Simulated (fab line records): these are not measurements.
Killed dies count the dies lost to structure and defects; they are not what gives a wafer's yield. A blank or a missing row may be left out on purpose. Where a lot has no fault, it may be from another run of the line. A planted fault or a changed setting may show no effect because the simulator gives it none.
Matching of chambers / flow nandHarc / NHARC_A_STAIRCASE_ETCHBACK_157 on rieDiel-01: 4 sister chambers
The step etches the open film in CH3F/O2, target depth 90 nm, time 167.14 s. 8 wafers are shown with their chamber, then 10 later ones without.

## EACH WAFER AND ITS CHAMBER
wafer=L085.4; chamber=2; drypumpMotorCurrentA (A)=6.0; showerheadPlenumPTorr (Torr)=2.51
wafer=L084.1; chamber=2; drypumpMotorCurrentA (A)=6.0; showerheadPlenumPTorr (Torr)=2.51
wafer=L084.2; chamber=3; drypumpMotorCurrentA (A)=5.3; showerheadPlenumPTorr (Torr)=2.41
wafer=L090.4; chamber=3; drypumpMotorCurrentA (A)=5.4; showerheadPlenumPTorr (Torr)=2.40
wafer=L090.5; chamber=1; drypumpMotorCurrentA (A)=5.1; showerheadPlenumPTorr (Torr)=2.32
wafer=L090.6; chamber=0; drypumpMotorCurrentA (A)=6.7; showerheadPlenumPTorr (Torr)=2.28
wafer=L094.4; chamber=1; drypumpMotorCurrentA (A)=5.1; showerheadPlenumPTorr (Torr)=2.32
wafer=L094.5; chamber=0; drypumpMotorCurrentA (A)=6.7; showerheadPlenumPTorr (Torr)=2.28

## WAFERS WITHOUT THEIR CHAMBER
wafer=L094.6; drypumpMotorCurrentA (A)=5.1; showerheadPlenumPTorr (Torr)=2.31
wafer=L093.1; drypumpMotorCurrentA (A)=5.1; showerheadPlenumPTorr (Torr)=2.31
wafer=L093.3; drypumpMotorCurrentA (A)=6.7; showerheadPlenumPTorr (Torr)=2.28
wafer=L093.4; drypumpMotorCurrentA (A)=6.1; showerheadPlenumPTorr (Torr)=2.51
wafer=L091.1; drypumpMotorCurrentA (A)=6.1; showerheadPlenumPTorr (Torr)=2.51
wafer=L091.3; drypumpMotorCurrentA (A)=5.1; showerheadPlenumPTorr (Torr)=2.31
wafer=L091.4; drypumpMotorCurrentA (A)=5.3; showerheadPlenumPTorr (Torr)=2.40
wafer=L097.1; drypumpMotorCurrentA (A)=5.3; showerheadPlenumPTorr (Torr)=2.40
wafer=L097.2; drypumpMotorCurrentA (A)=6.7; showerheadPlenumPTorr (Torr)=2.28
wafer=L097.4; drypumpMotorCurrentA (A)=6.0; showerheadPlenumPTorr (Torr)=2.50

## WHICH CHAMBER EACH ONE RAN IN
wafer=L094.6; from the rows above=1; in truth=1
wafer=L093.1; from the rows above=1; in truth=1
wafer=L093.3; from the rows above=0; in truth=0
wafer=L093.4; from the rows above=2; in truth=2
wafer=L091.1; from the rows above=2; in truth=2
wafer=L091.3; from the rows above=1; in truth=1
wafer=L091.4; from the rows above=3; in truth=3
wafer=L097.1; from the rows above=3; in truth=3
wafer=L097.2; from the rows above=0; in truth=0
wafer=L097.4; from the rows above=2; in truth=2
Correct placement for 10 of the 10. Left unplaced by these rows: 0. 0 placed wrongly.
How it was worked out, from the rows above alone: a wafer's distance from a chamber is the root of the sum, over the readings, of the square of ((its reading less the chamber's mean) divided by the reading's scatter). The wafer belongs to the nearest chamber; if the next one is less than 2 further off, it can't be placed. For every chamber, the mean is computed from those of its wafers that are shown. The scatter is the square root of a quotient: the sum, over the shown wafers, of each reading's squared deviation from its chamber's mean, divided by wafers minus chambers.
